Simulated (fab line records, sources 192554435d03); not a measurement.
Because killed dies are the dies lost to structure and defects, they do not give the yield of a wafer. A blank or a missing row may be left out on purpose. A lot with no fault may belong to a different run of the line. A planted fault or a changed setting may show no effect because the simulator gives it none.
fab line records	flow n5Finfet
record lots=6	wafers=17	lastDay=18
route steps=1938 shown BEOL_M8@1338 PASSIVATION@1936
lots with no fault: from the same line, run without faults
startH: start of the lot's first displayed wafer, in hours after the record's first day	waitH: hours since the lot's step before	" identical to the entry in the row above	L1.1+2: one row covering several wafers at once	- either no value or no given start	* or withheld: withheld	< > ~ a bound
route shown NAME@n: NAME is a module with steps in the file, n the number in the route of the first one	usual: mean/standard deviation of fault-free wafers	same: alike in all rows	chamber/n: place in a boat	sites: the reading at each site	_std_site: the values' standard deviation	_edge_site: mean of outer sites minus mean of inner sites	radiusMm: for every site, how far away it sits from the centre of the wafer	mask NAME#n: copy n	behind: the most recent tool/chamber to have shaped the wafer	hold: cause of the lot's hold/its duration in hours/its outcome	device: which transistor (n, p or np) failed to switch	end of line: at the end of the route, the tests of the same wafers	step lacking rows: just its recipe	killed: count of dies lost to structure and defects at first sort (not the wafer's yield)	map: per-die view of a wafer (x killed, . not killed, _ where there is no die)
set.NAME: the setting as run; set.NAME@STEP: as run at that earlier step	model.NAME: the simulator's own value behind a step, which no gauge read
a table for each step, a row for each wafer; lots at some steps of the route
services: when a tool's chamber went out of use (startH, in hours from the record's first day, below 0 if earlier), for how many hours, and the reason
## steps
# step N5_BEOL_M8_COAT_60
# recipe resist=SiARC	tempC=220	timeS=60	spinRpm=1500	resistThkNm=35
# step N5_BEOL_M8_COAT_05
# recipe resist=CAR-ArF	spinRpm=1500	resistThkNm=90
# step N5_BEOL_M8_EBR_07
# recipe solvent=PGMEA	ebrWidthMm=1.5
# step N5_BEOL_M8_SOFTBAKE_06
# recipe tempC=110	timeS=60	resist=CAR-ArF
# step N5_BEOL_M8_EXPOSE_08
# recipe maskId=M8	na=1.35	sourceShape=dipole	sigmaInner=0.817	sigmaOuter=0.97	polarization=te	doseMj=68.25
# step N5_BEOL_M8_PEB_09
# recipe pebTempC=withheld	pebTimeS=60	resist=CAR-ArF
# step N5_BEOL_M8_DEVELOP_10
# recipe developTimeS=30	developer=TMAH	resist=CAR-ArF	rinseLiquid=diw	dry=airSpin	devTempC=23
# step N5_BEOL_M8_CD_MEAS_11
# recipe targetCdNm=38.5	landingEnergyEv=500	detector=seInlens	polarity=opening
# usual cdNm=38.6/0.5
lot.wafer	tool	chamber	startH	waitH	cdNm
L422.1	cdSem-03	0	226.86	-	38.7
L422.3	"	0	"	"	38.5
L422.5	"	0	"	"	38.3
L429.2	cdSem-01	0	258.18	-	39.0
L429.3	"	0	"	"	39.2
L429.6	"	0	"	"	38.0
L430.1	cdSem-02	0	264.52	-	38.1
L430.3	"	0	"	"	38.3
L431.1	cdSem-01	0	288.04	-	39.1
L431.3	"	0	"	"	38.9
L431.4	"	0	"	"	39.0
L439.1	cdSem-02	0	324.89	-	38.6
L439.2	"	0	"	"	38.3
L439.4	"	0	"	"	38.3
L441.1	cdSem-03	0	354.16	-	38.9
L441.2	"	0	"	"	38.3
L441.4	"	0	"	"	39.4
# step N5_BEOL_M8_OVL_MEAS_12
# recipe pointsPerWafer=44
# usual M8_OVL=-0.1/0.7
lot.wafer	tool	chamber	startH	waitH	M8_OVL[nm]
L422.1	overlay-02	0	226.89	0.0	0.4
L422.3	"	0	"	"	0.7
L422.5	"	0	"	"	0.5
L429.2	overlay-02	0	258.21	0.0	-1.0
L429.3	"	0	"	"	-1.9
L429.6	"	0	"	"	0.5
L430.1	overlay-02	0	264.55	0.0	-1.0
L430.3	"	0	"	"	-0.5
L431.1	overlay-01	0	288.07	0.0	-0.4
L431.3	"	0	"	"	0.0
L431.4	"	0	"	"	0.8
L439.1	overlay-02	0	324.92	0.0	0.8
L439.2	"	0	"	"	-0.3
L439.4	"	0	"	"	-0.5
L441.1	overlay-02	0	354.19	0.0	-0.2
L441.2	"	0	"	"	-1.5
L441.4	"	0	"	"	-0.2
# step N5_BEOL_M8_INSPECT_13
# recipe mode=adi	inspectInstrument=brightfield
# usual rawDefectCount=385/86
lot.wafer	tool	chamber	startH	waitH	rawDefectCount
L422.1	defectInspect-01	-	226.91	0.0	203
L422.3	"	-	"	"	382
L422.5	"	-	"	"	316
L429.2	defectInspect-01	-	258.24	0.0	370
L429.3	"	-	"	"	374
L429.6	"	-	"	"	311
L430.1	defectInspect-01	-	264.57	0.0	308
L430.3	"	-	"	"	321
L431.1	defectInspect-02	-	288.09	0.0	471
L431.3	"	-	"	"	433
L431.4	"	-	"	"	353
L439.1	defectInspect-01	-	324.95	0.0	290
L439.2	"	-	"	"	351
L439.4	"	-	"	"	257
L441.1	defectInspect-01	-	354.21	0.0	331
L441.2	"	-	"	"	390
L441.4	"	-	"	"	451
# step N5_BEOL_M8_DESCUM_16
# recipe chemistry=O2	timeS=7.9	sourcePowerW=50	biasPowerW=20	pressureMtorr=20	rfFrequencyHz=2.712e+07	tempC=40	resist=CAR-ArF	o2FlowSccm=225
# usual drypumpMotorCurrentA=5.5/0.34	oesProductAu=0.75/0.073	rfVppV=242.8/1.3	showerheadPlenumPTorr=2.08/0.066	throttleValvePct=20.59/0.25
lot.wafer	tool	chamber	startH	waitH	drypumpMotorCurrentA	oesProductAu	rfHoursCounterH	rfVppV	showerheadPlenumPTorr	throttleValvePct
L422.1	rieDiel-01	3	226.94	0.0	5.7	0.73	202	241.8	2.06	20.61
L422.3	"	1	"	"	5.7	0.88	44	244.1	2.12	20.28
L422.5	"	2	"	"	5.7	0.78	-	243.0	2.11	20.62
L429.2	rieDiel-06	1	258.27	0.0	5.2	0.93	24	242.9	2.03	20.18
L429.3	"	2	"	"	5.1	0.68	226	244.9	2.14	20.43
L429.6	"	1	"	"	5.2	0.93	-	241.4	2.03	20.20
L430.1	rieDiel-06	2	264.60	0.0	5.2	0.68	228	243.6	2.14	20.46
L430.3	"	0	"	"	5.2	0.68	237	243.5	2.17	20.98
L431.1	rieDiel-06	1	288.34	0.2	5.2	0.90	35	242.8	2.03	20.22
L431.3	"	0	"	"	5.2	0.68	247	244.4	2.17	21.00
L431.4	"	2	"	"	5.1	0.67	237	244.1	2.13	20.48
L439.1	rieDiel-01	3	324.99	0.0	5.7	0.71	235	241.2	2.05	20.65
L439.2	"	0	"	"	5.8	0.78	122	242.0	2.10	20.59
L439.4	"	1	"	"	5.7	0.83	78	243.1	2.10	20.31
L441.1	rieDiel-02	1	354.24	0.0	5.2	0.71	206	241.1	2.09	20.63
L441.2	"	0	"	"	6.1	0.72	218	241.7	1.98	20.37
L441.4	"	1	"	"	5.2	0.72	-	243.5	2.09	20.64
# step N5_BEOL_M8_ETCH_61
# recipe chemistry=CF4	target=SiARC	targetDepthA=455	maskMaterial=CAR-ArF	timeS=75.8	ionEnergyEv=80	pressureMtorr=40	sourceW=545	biasW=36	Ar_flow_sccm=100	cf4FlowSccm=100	ends=cleared
# usual drypumpMotorCurrentA=5.5/0.34	etchRfOnTimeS=76.0/1.4	oesProductAu=0.64/0.063	rfVppV=183.9/1.1	showerheadPlenumPTorr=2.13/0.057	throttleValvePct=15.81/0.2
lot.wafer	tool	chamber	startH	waitH	drypumpMotorCurrentA	etchRfOnTimeS	oesProductAu	rfHoursCounterH	rfVppV	showerheadPlenumPTorr	throttleValvePct
L422.1	rieDiel-01	3	226.98	0.0	5.7	72.9	0.63	202	184.1	2.12	15.90
L422.3	"	1	"	"	5.7	74.8	0.75	44	183.6	2.18	15.55
L422.5	"	2	"	"	5.6	74.4	0.67	-	183.4	2.15	15.76
L429.2	rieDiel-06	1	258.30	0.0	5.2	74.6	0.80	24	186.2	2.11	15.47
L429.3	"	2	"	"	5.1	77.6	0.58	226	184.7	2.20	15.81
L429.6	"	1	"	"	5.2	75.0	0.80	-	182.1	2.11	15.46
L430.1	rieDiel-06	2	264.64	0.0	5.2	76.7	0.58	228	185.5	2.20	15.84
L430.3	"	0	"	"	5.2	78.6	0.59	237	183.9	2.20	16.08
L431.1	rieDiel-06	1	288.37	0.0	5.2	74.5	0.78	35	183.2	2.11	15.48
L431.3	"	0	"	"	5.2	77.6	0.58	247	186.0	2.20	16.09
L431.4	"	2	"	"	5.1	76.8	0.57	237	185.0	2.20	15.84
L439.1	rieDiel-01	3	325.03	0.0	5.7	73.8	0.60	235	185.0	2.11	15.96
L439.2	"	0	"	"	5.7	78.4	0.66	122	183.4	2.14	15.69
L439.4	"	1	"	"	5.7	77.2	0.70	78	184.5	2.17	15.61
L441.1	rieDiel-02	1	354.28	0.0	5.2	76.8	0.60	206	183.2	2.13	15.76
L441.2	"	0	"	"	6.1	76.0	0.62	218	184.1	2.04	15.69
L441.4	"	1	"	"	5.2	76.7	0.60	-	184.2	2.13	15.77
# step N5_BEOL_M8_ETCH_62
# recipe chemistry=N2/H2	target=SOC	targetDepthA=1100	overetchA=220	maskMaterial=SiARC	tempC=40	timeS=165	ionEnergyEv=200	pressureMtorr=30	sourceW=840	biasW=150	n2FlowSccm=200	h2FlowSccm=200
# usual drypumpMotorCurrentA=5.5/0.34	h2FlowSccm=200.1/0.62	oesProductAu=0.64/0.061	rfVppV=523.4/2.3	showerheadPlenumPTorr=2.53/0.075	throttleValvePct=18.00/0.24
lot.wafer	tool	chamber	startH	waitH	drypumpMotorCurrentA	h2FlowSccm	oesProductAu	rfHoursCounterH	rfVppV	showerheadPlenumPTorr	throttleValvePct	model.SiARC_of_BEOL_M8_COAT_60.thkNm
L422.1	rieDiel-01	3	227.04	0.0	5.7	199.1	0.61	202	523.5	2.51	18.03	27.8
L422.3	"	1	"	"	5.7	199.8	0.74	44	524.8	2.57	17.59	28
L422.5	"	2	"	"	5.6	199.2	0.67	-	523.9	2.56	18.08	28.2
L429.2	rieDiel-06	1	258.36	0.0	5.2	200.5	0.79	24	521.7	2.49	17.66	28
L429.3	"	2	"	"	5.1	200.2	0.58	227	525.9	2.61	17.94	28.4
L429.6	"	1	"	"	5.2	201.2	0.79	-	521.6	2.49	17.63	28
L430.1	rieDiel-06	2	264.70	0.0	5.1	200.4	0.57	228	525.7	2.61	17.95	28
L430.3	"	0	"	"	5.2	200.0	0.57	237	526.4	2.60	18.13	28.4
L431.1	rieDiel-06	1	288.43	0.0	5.2	200.3	0.74	35	522.7	2.48	17.65	27.6
L431.3	"	0	"	"	5.3	200.2	0.57	247	525.2	2.60	18.13	28.4
L431.4	"	2	"	"	5.1	199.4	0.56	237	526.5	2.61	17.96	28
L439.1	rieDiel-01	3	325.08	0.0	5.7	200.7	0.59	235	523.0	2.50	18.07	28
L439.2	"	0	"	"	5.8	199.2	0.66	122	524.3	2.56	18.01	28.6
L439.4	"	1	"	"	5.7	199.7	0.71	78	524.8	2.56	17.61	28.4
L441.1	rieDiel-02	1	354.34	0.0	5.3	200.1	0.60	207	523.5	2.53	17.92	28.4
L441.2	"	0	"	"	6.2	199.7	0.61	218	519.1	2.41	17.84	28.6
L441.4	"	1	"	"	5.2	199.7	0.61	-	523.0	2.53	17.93	28.8
# step N5_BEOL_M8_STRIP_68
# recipe chemistry=N2/H2	tempC=40	n2FlowSccm=200	h2FlowSccm=200	rfFrequencyHz=6e+07
# step N5_BEOL_M8_STRIP_67
# recipe chemistry=CF4	resist=SiARC	powerW=300	biasPowerW=75	pressureMtorr=50	cf4FlowSccm=150	rfFrequencyHz=6e+07
# usual drypumpMotorCurrentA=5.5/0.34	oesProductAu=0.76/0.071	rfVppV=270.9/1.4	showerheadPlenumPTorr=1.78/0.046	throttleValvePct=13.77/0.22
lot.wafer	tool	chamber	startH	waitH	drypumpMotorCurrentA	oesProductAu	rfHoursCounterH	rfVppV	showerheadPlenumPTorr	throttleValvePct
L422.1	rieDiel-01	3	227.18	0.0	5.7	0.71	202	271.3	1.78	13.87
L422.3	"	1	"	"	5.7	0.87	44	272.6	1.83	13.50
L422.5	"	2	"	"	5.6	0.78	-	271.3	1.80	13.72
L429.2	rieDiel-06	1	258.51	0.0	5.2	0.92	24	269.2	1.76	13.34
L429.3	"	2	"	"	5.1	0.68	227	274.3	1.83	13.77
L429.6	"	1	"	"	5.2	0.93	-	270.4	1.76	13.34
L430.1	rieDiel-06	2	264.84	0.0	5.1	0.68	228	272.0	1.83	13.77
L430.3	"	0	"	"	5.2	0.70	237	270.9	1.85	14.08
L431.1	rieDiel-06	1	288.58	0.0	5.2	0.91	36	270.0	1.76	13.38
L431.3	"	0	"	"	5.2	0.69	247	271.8	1.84	14.09
L431.4	"	2	"	"	5.1	0.68	237	272.6	1.83	13.79
L439.1	rieDiel-01	3	325.23	0.0	5.7	0.69	235	269.4	1.77	13.94
L439.2	"	0	"	"	5.8	0.78	122	270.3	1.78	13.62
L439.4	"	1	"	"	5.7	0.83	78	271.6	1.82	13.56
L441.1	rieDiel-02	1	354.48	0.0	5.2	0.71	207	271.2	1.79	13.77
L441.2	"	0	"	"	6.1	0.72	218	267.7	1.71	13.69
L441.4	"	1	"	"	5.2	0.72	-	271.2	1.79	13.78
# step N5_BEOL_M8_HM_OPEN_17
# recipe chemistry=Cl2/BCl3	targetDepthA=200	overetchA=60	target=TiN	maskMaterial=SOC	ionEnergyEv=150	pressureMtorr=10	icpW=1000	biasW=126	Cl2_flow_sccm=53.25	bcl3FlowSccm=21.75	Ar_flow_sccm=25
# usual drypumpMotorCurrentA=5.7/0.58	heBacksideLeakSccm=3.47/0.24	oes_ar_750_au=0.72/0.077	oesProductAu=0.63/0.065	throttleValvePct=22.08/0.2
lot.wafer	tool	chamber	startH	waitH	drypumpMotorCurrentA	heBacksideLeakSccm	oes_ar_750_au	oesProductAu	rfHoursCounterH	throttleValvePct	model.etch.depthNm
L422.1	rieMetal-03	1	227.22	0.0	5.2	3.46	0.61	0.55	102	22.09	20.02
L422.3	"	1	"	"	5.2	3.49	0.62	0.56	-	22.08	19.77
L422.5	"	0	"	"	5.0	3.41	0.71	0.60	-	21.88	19.64
L429.2	rieMetal-03	0	258.59	0.1	4.9	3.64	0.70	0.60	-	21.87	20
L429.3	"	0	"	"	5.0	3.45	0.70	0.60	-	21.87	19.76
L429.6	"	0	"	"	5.0	3.49	0.69	0.60	-	21.88	20.14
L430.1	rieMetal-01	0	264.88	0.0	6.2	3.29	0.74	0.62	56	22.14	18.98
L430.3	"	1	"	"	5.6	3.34	0.85	0.71	-	22.39	19.33
L431.1	rieMetal-02	0	288.62	0.0	6.4	3.46	0.68	0.56	76	22.33	18.8
L431.3	"	1	"	"	6.3	3.32	0.77	0.66	-	21.87	18.92
L431.4	"	0	"	"	6.4	3.46	0.67	0.56	-	22.34	18.76
L439.1	rieMetal-01	0	325.27	0.0	6.2	3.72	0.73	0.63	61	22.11	20.35
L439.2	"	1	"	"	5.6	3.31	0.83	0.72	21	22.38	20.2
L439.4	"	0	"	"	6.2	3.47	0.73	0.63	-	22.12	20.3
L441.1	rieMetal-01	0	354.52	0.0	6.2	3.39	0.73	0.62	63	22.13	20.11
L441.2	"	1	"	"	5.6	3.28	0.82	0.71	22	22.35	19.94
L441.4	"	1	"	"	5.6	3.28	0.83	0.71	-	22.36	20.16
# step N5_BEOL_M8_STRIP_19
# recipe chemistry=O2	powerW=400	tempC=40	pressureMtorr=30	rfFrequencyHz=6e+07	biasPowerW=0	overashFraction=0.2	o2FlowSccm=225
# usual drypumpMotorCurrentA=5.5/0.34	oesProductAu=0.76/0.071	rfVppV=3.6/0.58	showerheadPlenumPTorr=2.08/0.065	throttleValvePct=16.84/0.24
lot.wafer	tool	chamber	startH	waitH	drypumpMotorCurrentA	oesProductAu	rfHoursCounterH	rfVppV	showerheadPlenumPTorr	throttleValvePct
L422.1	rieDiel-02	3	227.39	0.1	5.1	0.73	198	2.9	2.18	17.21
L422.3	"	0	"	"	6.2	0.76	173	3.7	2.00	16.60
L422.5	"	0	"	"	6.2	0.76	-	3.9	2.00	16.61
L429.2	rieDiel-06	0	258.81	0.2	5.2	0.68	235	4.1	2.17	17.20
L429.3	"	3	"	"	5.9	0.72	199	2.7	1.99	16.80
L429.6	"	1	"	"	5.2	0.92	-	1.9	2.04	16.39
L430.1	rieDiel-06	0	264.99	0.1	5.2	0.67	237	3.8	2.17	17.20
L430.3	"	2	"	"	5.1	0.67	228	3.1	2.14	16.78
L431.1	rieDiel-01	3	288.77	0.1	5.7	0.71	224	2.7	2.06	16.93
L431.3	"	0	"	"	5.7	0.78	109	4.0	2.11	16.79
L431.4	"	2	"	"	5.6	0.76	136	3.7	2.11	16.89
L439.1	rieDiel-02	1	325.38	0.1	5.2	0.72	195	3.1	2.09	16.83
L439.2	"	3	"	"	5.1	0.70	231	4.4	2.17	17.25
L439.4	"	2	"	"	5.3	0.68	244	3.8	1.98	17.24
L441.1	rieDiel-01	2	354.69	0.1	5.6	0.75	157	2.8	2.10	16.94
L441.2	"	1	"	"	5.7	0.82	88	3.4	2.10	16.61
L441.4	"	3	"	"	5.7	0.70	245	3.7	2.05	16.97
# step N5_PASSIVATION_PROBE_49
# usual defectLimitedYield=91.4/1.5	killed_at_M0_to_M3=35/12	killed_at_M4_up=13/5.8	killedAtContacts=12/5.5	killedAtFrontEnd=36/9.9	killedAtOther=4/3.7	killedDies=101/18	killedOpen=66/13	killedShort=33/8	sort_bin_5_function=5.0/1	sort_bin_6_memory=3.2/0.67	sort_bin_8_speed=0.00/0.0099	sortNPass=1079/18	sortYieldPct=91.4/1.5
# same grossDies=1180	killedAtBackSide=0	sort_bin_4_leakage[%]=0
lot.wafer	tool	chamber	startH	waitH	defectLimitedYield[%]	killed_at_M0_to_M3	killed_at_M4_up	killedAtContacts	killedAtFrontEnd	killedAtOther	killedDies	killedOpen	killedShort	sort_bin_5_function[%]	sort_bin_6_memory[%]	sort_bin_8_speed[%]	sortNPass	sortYieldPct[%]
L422.1	prober-01	-	299.94	0.0	91.8	44	14	5	31	3	97	65	29	5.0	2.9	0	1083	91.8
L422.3	prober-01	-	300.04	0.1	90.2	39	19	15	41	2	116	66	45	5.5	3.4	0	1064	90.2
L422.5	prober-01	-	300.14	0.2	89.7	64	7	8	42	1	122	77	44	6.2	3.5	0	1058	89.7
L429.2	prober-02	-	330.43	0.1	89.7	38	17	6	56	5	122	78	41	6.0	4.0	0	1058	89.7
L429.3	prober-02	-	330.48	0.1	92.1	25	19	10	35	4	93	57	34	4.5	2.9	0	1087	92.1
L429.6	prober-02	-	330.63	0.3	88.7	36	19	18	58	2	133	92	36	6.6	4.0	0	1047	88.7
L430.1	prober-01	-	332.34	0.0	89.6	36	10	10	60	7	123	75	48	6.5	3.4	0	1057	89.6
L430.3	prober-01	-	332.44	0.1	89.5	40	5	13	57	9	124	81	42	6.1	4.2	0	1056	89.5
L431.1	prober-01	-	370.15	0.0	90.1	43	21	13	35	5	117	76	39	6.3	3.4	0	1063	90.1
L431.3	prober-01	-	370.25	0.1	90.2	49	12	15	33	7	116	67	47	6.4	3.2	0	1064	90.2
L431.4	prober-01	-	370.30	0.2	90.8	38	19	14	36	1	108	70	37	5.3	3.5	0	1072	90.8
L439.1	prober-02	-	393.62	0.0	92.0	23	14	14	39	4	94	62	28	3.8	4.1	0.08	1086	92.0
L439.2	prober-02	-	393.67	0.1	95.5	19	11	6	17	0	53	28	24	2.9	1.5	0	1127	95.5
L439.4	prober-02	-	393.77	0.2	93.1	32	13	8	21	7	81	62	17	4.1	2.5	0	1099	93.1
L441.1	prober-02	-	429.48	0.0	92.7	31	5	10	38	2	86	54	28	4.5	2.3	0.08	1094	92.7
L441.2	prober-02	-	429.53	0.1	93.8	31	7	7	28	0	73	42	30	4.1	1.9	0	1107	93.8
L441.4	prober-02	-	429.63	0.2	92.3	27	6	12	43	3	91	58	31	4.7	2.6	0	1089	92.3
# killed by level:class
L422.1 BEOL_M0_SAQP:geometricParticle:open=13 BEOL_M2:geometricParticle:open=11 STI_FIN_REVEAL:geometricParticle:open=10 BEOL_M3:geometricParticle:open=9 BEOL_M4:geometricParticle:open=8 GATE_CUT:geometricParticle:short=5 BEOL_M0_SAQP:geometricParticle:short=5 MOL_CONTACT_COAG:geometricParticle:open=4
L422.3 FIN_SAQP:geometricParticle:short=11 BEOL_M2:geometricParticle:open=11 MOL_CONTACT_COAG:geometricParticle:open=10 BEOL_M3:geometricParticle:short=9 FIN_SAQP:geometricParticle:open=8 BEOL_M4:geometricParticle:open=8 BEOL_M0_SAQP:geometricParticle:short=6 MOL_CONTACT_COAG:geometricParticle:short=5
L422.5 FIN_SAQP:geometricParticle:open=17 BEOL_M3:geometricParticle:open=14 FIN_SAQP:geometricParticle:short=11 BEOL_M0_SAQP:geometricParticle:short=11 BEOL_M2:geometricParticle:open=8 MOL_CONTACT_COAG:geometricParticle:open=8 BEOL_M0_SAQP:geometricParticle:open=8 BEOL_M1:geometricParticle:short=8
L429.2 STI_FIN_REVEAL:geometricParticle:open=27 BEOL_M0_SAQP:geometricParticle:open=12 BEOL_M0_SAQP:geometricParticle:short=11 STI_FIN_REVEAL:geometricParticle:short=8 DUMMY_GATE:geometricParticle:open=5 MOL_CONTACT_COAG:geometricParticle:open=4 BEOL_M2:geometricParticle:open=4 BEOL_M3:geometricParticle:open=4
L429.3 MOL_CONTACT_COAG:geometricParticle:open=8 BEOL_M4:geometricParticle:open=8 FIN_SAQP:geometricParticle:short=7 DUMMY_GATE:geometricParticle:open=6 BEOL_M0_SAQP:geometricParticle:open=5 BEOL_M0_SAQP:geometricParticle:short=5 BEOL_M2:geometricParticle:open=5 FIN_SAQP:geometricParticle:open=4
L429.6 STI_FIN_REVEAL:geometricParticle:open=18 MOL_CONTACT_COAG:geometricParticle:open=14 FIN_SAQP:geometricParticle:short=13 BEOL_M2:geometricParticle:open=12 BEOL_M4:geometricParticle:open=12 FIN_SAQP:geometricParticle:open=10 BEOL_M0_SAQP:geometricParticle:short=8 BEOL_M0_SAQP:geometricParticle:open=6
L430.1 STI_FIN_REVEAL:geometricParticle:open=20 BEOL_M0_SAQP:geometricParticle:short=16 FIN_SAQP:geometricParticle:open=13 BEOL_M3:geometricParticle:open=8 FIN_SAQP:geometricParticle:short=7 MOL_CONTACT_COAG:geometricParticle:open=6 DUMMY_GATE:geometricParticle:open=4 MOL_CONTACT_COAG:geometricParticle:short=4
L430.3 STI_FIN_REVEAL:geometricParticle:open=23 BEOL_M0_SAQP:geometricParticle:open=12 MOL_CONTACT_COAG:geometricParticle:open=10 BEOL_M0_SAQP:geometricParticle:short=8 BEOL_M3:geometricParticle:open=8 STARTING-WAFER:geometricParticle:short=5 BEOL_M2:geometricParticle:open=5 FIN_SAQP:geometricParticle:short=4
L431.1 BEOL_M4:geometricParticle:open=16 MOL_CONTACT_COAG:geometricParticle:open=11 BEOL_M0_SAQP:geometricParticle:short=9 BEOL_M0_SAQP:geometricParticle:open=9 STI_FIN_REVEAL:geometricParticle:open=6 BEOL_M0:geometricParticle:open=6 DUMMY_GATE:geometricParticle:open=5 BEOL_M1:geometricParticle:open=5
L431.3 BEOL_M0_SAQP:geometricParticle:open=14 BEOL_M0_SAQP:geometricParticle:short=14 MOL_CONTACT_COAG:geometricParticle:open=11 BEOL_M4:geometricParticle:open=7 FIN_SAQP:geometricParticle:short=5 BEOL_M2:geometricParticle:open=5 FIN_SAQP:geometricParticle:open=4 DUMMY_GATE:geometricParticle:open=4
L431.4 MOL_CONTACT_COAG:geometricParticle:open=11 BEOL_M0_SAQP:geometricParticle:short=10 BEOL_M0_SAQP:geometricParticle:open=9 BEOL_M4:geometricParticle:open=9 BEOL_M1:geometricParticle:open=9 DUMMY_GATE:geometricParticle:open=7 GATE_CUT:geometricParticle:short=7 STI_FIN_REVEAL:geometricParticle:open=5
L439.1 BEOL_M0_SAQP:geometricParticle:open=11 FIN_SAQP:geometricParticle:open=10 MOL_CONTACT_COAG:geometricParticle:open=9 FIN_SAQP:geometricParticle:short=8 STI_FIN_REVEAL:geometricParticle:open=5 MOL_CONTACT_COAG:geometricParticle:short=5 BEOL_M0_SAQP:geometricParticle:short=5 MIM_TOP:geometricParticle:open=4
L439.2 BEOL_M0_SAQP:geometricParticle:short=8 MOL_CONTACT_COAG:geometricParticle:open=5 BEOL_M0_SAQP:geometricParticle:open=5 BEOL_M4:geometricParticle:open=4 DUMMY_GATE:geometricParticle:open=3 GATE_CUT:geometricParticle:short=3 BEOL_M3:geometricParticle:open=3 DUMMY_GATE:geometricParticle:short=2
L439.4 BEOL_M3:geometricParticle:open=15 MOL_CONTACT_COAG:geometricParticle:open=8 STI_FIN_REVEAL:geometricParticle:open=7 BEOL_M0_SAQP:geometricParticle:open=5 BEOL_M2:geometricParticle:open=5 BEOL_M4:geometricParticle:open=5 GATE_CUT:geometricParticle:short=4 BEOL_M0_SAQP:geometricParticle:short=4
L441.1 MOL_CONTACT_COAG:geometricParticle:open=10 BEOL_M2:geometricParticle:open=10 FIN_SAQP:geometricParticle:open=7 BEOL_M0_SAQP:geometricParticle:short=7 FIN_SAQP:geometricParticle:short=6 BEOL_M0_SAQP:geometricParticle:open=6 STI_FIN_REVEAL:geometricParticle:open=4 ILD0:geometricParticle:short=4
L441.2 BEOL_M0_SAQP:geometricParticle:short=12 FIN_SAQP:geometricParticle:open=8 DUMMY_GATE:geometricParticle:open=6 BEOL_M3:geometricParticle:open=6 MOL_CONTACT_COAG:geometricParticle:open=5 FIN_SAQP:geometricParticle:short=4 BEOL_M0_SAQP:geometricParticle:open=4 GATE_CUT:geometricParticle:open=3
L441.4 FIN_SAQP:geometricParticle:open=10 MOL_CONTACT_COAG:geometricParticle:open=10 BEOL_M0_SAQP:geometricParticle:short=9 FIN_SAQP:geometricParticle:short=7 DUMMY_GATE:geometricParticle:open=5 STI_FIN_REVEAL:geometricParticle:open=5 BEOL_M0_SAQP:geometricParticle:open=5 STARTING-WAFER:geometricParticle:open=5
## services
tool	chamber	startH	hours	kind
rieMetal-03	-	206.56	0.5	repair
rieDiel-06	2	229.79	1.7	repair
rieMetal-03	1	238.12	25.3	repair
rieMetal-01	1	248.75	2.4	repair
rieMetal-01	-	253.60	2.8	pm
rieMetal-02	0	263.05	10.3	repair
rieMetal-02	-	267.25	1.4	pm
rieDiel-02	2	312.22	9.2	repair
rieMetal-01	1	315.86	8.9	repair
rieDiel-06	0	324.90	17.4	repair
rieMetal-03	1	332.44	-	clean
rieMetal-03	1	332.44	16.0	scheduledDown
rieMetal-03	1	332.44	16.0	ventCycle
rieDiel-06	3	332.84	3.2	repair
rieDiel-02	2	339.33	-	clean
rieDiel-02	2	339.33	-	consumableReplace:focusRing
rieDiel-02	2	339.33	-	consumableReplace:showerhead
rieDiel-02	2	339.33	25.6	scheduledDown
rieDiel-02	2	339.33	25.6	ventCycle
rieDiel-06	0	342.34	-	clean
rieDiel-06	0	342.34	-	consumableReplace:focusRing
rieDiel-06	0	342.34	26.0	scheduledDown
rieDiel-06	0	342.34	26.0	ventCycle
## key
firstSign none at tools or gauges
modelEffect step=N5_BEOL_M8_ETCH_62	value=SiARC_of_BEOL_M8_COAT_60.thkNm	without=28.48	struck=28.08
modelEffect step=N5_BEOL_M8_HM_OPEN_17	value=etch.depthNm	without=19.81	struck=18.96
metAt N5_BEOL_M8_ETCH_62
struckWafers L430.1,L430.3,L431.1,L431.3,L431.4
onsetBetween 258.36 264.70
alsoFits N5_BEOL_M8_DESCUM_16:rieDiel-06,N5_BEOL_M8_ETCH_61:rieDiel-06
fault kind=processParameterDrift	tool=rieDiel-06	chamber=-	onsetH=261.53	steps=N5_BEOL_M8_ETCH_62	channel=timeS	offset=*	shape=step	endH=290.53	actsIn=*	stated=*
